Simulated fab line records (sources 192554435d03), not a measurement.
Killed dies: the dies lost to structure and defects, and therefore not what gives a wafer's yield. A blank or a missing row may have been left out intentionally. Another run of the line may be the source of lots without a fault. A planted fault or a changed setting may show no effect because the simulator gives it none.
Which of the tools did it?    flow n5_finfet    33 wafers from 11 lots sampled at 5 of the route's 1938 steps

## WHAT THE GAUGES READ, wafer by wafer
The record lacks any reading of a measuring or inspecting step that a usual standard deviation could be used to judge.

## WHAT TOOL EACH LOT RAN ON (gives the tool, then ch and the chambers of the sampled wafers, and finally the start)
lot   N5_BEOL_M0_SPUTTER_116        N5_MIM_BOT_DEGAS_01           N5_MIM_TOP_SPUTTER_03         N5_MIM_BOT_ETCH_ETCH_00            N5_PASSIVATION_PROBE_49
L180  pvd_sputter-02, day 5 22:28   pvd_sputter-03, day 11 23:11  pvd_sputter-01, day 12 00:11  rie_metal-01 ch 0,1, day 12 01:46  -
L181  pvd_sputter-01, day 6 06:39   pvd_sputter-01, day 12 01:07  pvd_sputter-03, day 12 03:52  rie_metal-02 ch 0,1, day 12 05:41  -
L182  pvd_sputter-01, day 6 11:20   pvd_sputter-01, day 12 04:01  pvd_sputter-01, day 12 05:14  rie_metal-01 ch 0,1, day 12 06:58  -
L186  pvd_sputter-02, day 7 08:05   pvd_sputter-03, day 12 19:38  pvd_sputter-03, day 12 20:16  rie_metal-01 ch 0,1, day 12 21:51  -
L187  pvd_sputter-01, day 7 19:31   pvd_sputter-01, day 13 13:43  pvd_sputter-03, day 13 15:02  rie_metal-02 ch 0,1, day 13 16:48  -
L188  pvd_sputter-03, day 8 01:10   pvd_sputter-03, day 13 20:40  pvd_sputter-01, day 13 23:08  rie_metal-02 ch 0,1, day 14 02:48  -
L192  pvd_sputter-03, day 9 05:42   pvd_sputter-01, day 14 20:56  pvd_sputter-03, day 14 21:35  rie_metal-02 ch 0,1, day 15 01:25  prober-01, day 15 10:38
L193  pvd_sputter-03, day 9 06:08   pvd_sputter-02, day 15 04:10  pvd_sputter-02, day 15 06:53  rie_metal-03 ch 0,1, day 15 09:20  prober-02, day 15 20:04
L194  pvd_sputter-02, day 9 12:03   pvd_sputter-01, day 15 01:19  pvd_sputter-02, day 15 02:36  rie_metal-03 ch 0,1, day 15 05:46  -
L199  pvd_sputter-01, day 10 18:41  pvd_sputter-01, day 16 16:53  pvd_sputter-01, day 16 17:36  rie_metal-03 ch 1, day 16 19:19    -
L201  pvd_sputter-01, day 10 22:43  pvd_sputter-03, day 17 09:07  pvd_sputter-03, day 17 11:55  rie_metal-03 ch 0,1, day 17 13:32  prober-02, day 17 21:10
- N5_BEOL_M0_SPUTTER_116: material Cu, target thk 4 nm, time 7.37 s.
- N5_MIM_BOT_DEGAS_01: time 60 s.
- N5_MIM_TOP_SPUTTER_03: material TiN, target thk 35 nm, time 89.7 s.
- N5_MIM_BOT_ETCH_ETCH_00: etches TiN in Cl2/BCl3, target depth 45.5 nm.
- N5_PASSIVATION_PROBE_49

## AS READ BY THE TOOLS THEMSELVES (means over the sampled wafers that have a number; for cases with no such wafer, the mark the record gives instead)
N5_BEOL_M0_SPUTTER_116. Usual: throttle_valve_pct 30.3 %, standard deviation 1.3.
lot   tool            throttle_valve_pct (%)  flag
L180  pvd_sputter-02  30.8                    
L181  pvd_sputter-01  29.8                    
L182  pvd_sputter-01  30.1                    
L186  pvd_sputter-02  29.7                    
L187  pvd_sputter-01  30.0                    
L188  pvd_sputter-03  30.3                    
L192  pvd_sputter-03  30.3                    
L193  pvd_sputter-03  31.0                    
L194  pvd_sputter-02  29.7                    
L199  pvd_sputter-01  30.6                    
L201  pvd_sputter-01  30.2                    

N5_MIM_BOT_DEGAS_01. Usual: heater_power_w 468 W, standard deviation 51.
lot   tool            heater_power_w (W)  flag
L180  pvd_sputter-03  501                 
L181  pvd_sputter-01  451                 
L182  pvd_sputter-01  468                 
L186  pvd_sputter-03  528                 
L187  pvd_sputter-01  458                 
L188  pvd_sputter-03  504                 
L192  pvd_sputter-01  402                 
L193  pvd_sputter-02  454                 
L194  pvd_sputter-01  408                 
L199  pvd_sputter-01  452                 
L201  pvd_sputter-03  537                 

N5_MIM_TOP_SPUTTER_03. Usual: throttle_valve_pct 30.3 %, standard deviation 1.2.
lot   tool            throttle_valve_pct (%)  flag
L180  pvd_sputter-01  30.9                    
L181  pvd_sputter-03  30.4                    
L182  pvd_sputter-01  30.1                    
L186  pvd_sputter-03  30.1                    
L187  pvd_sputter-03  29.3                    
L188  pvd_sputter-01  30.9                    
L192  pvd_sputter-03  30.4                    
L193  pvd_sputter-02  30.4                    
L194  pvd_sputter-02  29.7                    
L199  pvd_sputter-01  29.8                    
L201  pvd_sputter-03  30.3                    

N5_MIM_BOT_ETCH_ETCH_00. Usual: bias_w 125.9 W, standard deviation 0.36; drypump_motor_current_A 5.7 A, standard deviation 0.46; mfc_ar_sccm 25.00 sccm, standard deviation 0.078; oes_product_au 0.83 a.u., standard deviation 0.043; throttle_valve_pct 22.00 %, standard deviation 0.19.
lot   tool          bias_w (W)  drypump_motor_current_A (A)  mfc_ar_sccm (sccm)  oes_product_au (a.u.)  throttle_valve_pct (%)  flag
L180  rie_metal-01  126.1       5.6                          25.00               0.85                   21.94                   
L181  rie_metal-02  125.9       6.1                          25.00               0.86                   22.15                   
L182  rie_metal-01  126.3       5.6                          24.93               0.85                   21.93                   
L186  rie_metal-01  125.9       5.5                          25.02               0.85                   21.94                   
L187  rie_metal-02  126.1       6.1                          25.03               0.84                   22.16                   
L188  rie_metal-02  125.8       6.1                          24.98               0.83                   22.18                   
L192  rie_metal-02  125.9       6.2                          24.93               0.83                   22.20                   
L193  rie_metal-03  125.6       5.1                          25.06               0.84                   21.82                   
L194  rie_metal-03  125.8       5.2                          25.02               0.84                   21.75                   
L199  rie_metal-03  126.1       4.9                          25.01               0.84                   21.90                   
L201  rie_metal-03  126.0       5.1                          25.01               0.83                   21.84                   

N5_PASSIVATION_PROBE_49. Usual: defect_limited_yield 91.4 %, standard deviation 1.4; killed_at_M0_to_M3 31, standard deviation 10; killed_at_M4_up 14, standard deviation 5.6; killed_at_contacts 13, standard deviation 6.3; killed_at_front_end 39, standard deviation 10; killed_at_other 4, standard deviation 3.1; killed_dies 101, standard deviation 16; killed_on_rim 13, standard deviation 3.9; killed_open 65, standard deviation 13; killed_short 34, standard deviation 7.2; sort_bin_5_function 5.1 %, standard deviation 0.88; sort_bin_6_memory 3.2 %, standard deviation 0.66; sort_n_pass 1079, standard deviation 16; sort_yield_pct 91.4 %, standard deviation 1.4.
lot   tool       defect_limited_yield (%)  killed_at_M0_to_M3  killed_at_M4_up  killed_at_contacts  killed_at_front_end  killed_at_other  killed_dies  killed_on_rim  killed_open  killed_short  sort_bin_5_function (%)  sort_bin_6_memory (%)  sort_n_pass  sort_yield_pct (%)  flag
L192  prober-01  83.0                      136                 16               16                  29                   2                200          29             68           36            10.6                     3.3                    980          83.0                OFF
L193  prober-02  82.2                      132                 15               8                   44                   10               210          27             71           36            10.6                     4.2                    970          82.2                OFF
L201  prober-02  92.3                      29                  13               19                  29                   1                91           10             47           42            4.7                      2.9                    1089         92.3                

## THE ANSWER, worked out from the rows above alone
Rule: a lot counts as off when the mean over its wafers that have a number is more than 3 standard deviations away from the usual mean. Also off: a lot with no number at a reading for which 4 or more lots have one. Where the step has rows for the other lots, those lots are counted as sound. After the gauges, taken in route order, come the tools' own readings; for these a lot's mean is taken, as printed above. The first step at which some lot is off is used, and at that step the reading that is off furthest; a lot without a number counts as furthest.
Off, at N5_PASSIVATION_PROBE_49 on killed_at_M0_to_M3: L192, L193. Neither off nor sound, because the step has no rows for them: L180, L181, L182, L186, L187, L188, L194, L199.
A tool fits if, at that step or a process step before it, it ran every lot that is off, and no sound lot after the first of them. One fits: N5_BEOL_M0_SPUTTER_116 on pvd_sputter-03. It ran no sound lot before its first lot that is off in this sample, so the start can't be narrowed down.

## WHAT HAD BEEN PUT IN BY THE SIMULATOR
Chamber particle source: pvd_sputter-03, from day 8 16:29 on, at N5_BEOL_M0_SPUTTER_116. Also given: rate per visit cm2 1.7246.
Lots struck among those shown: L192, L193. The same result came from the rule above.
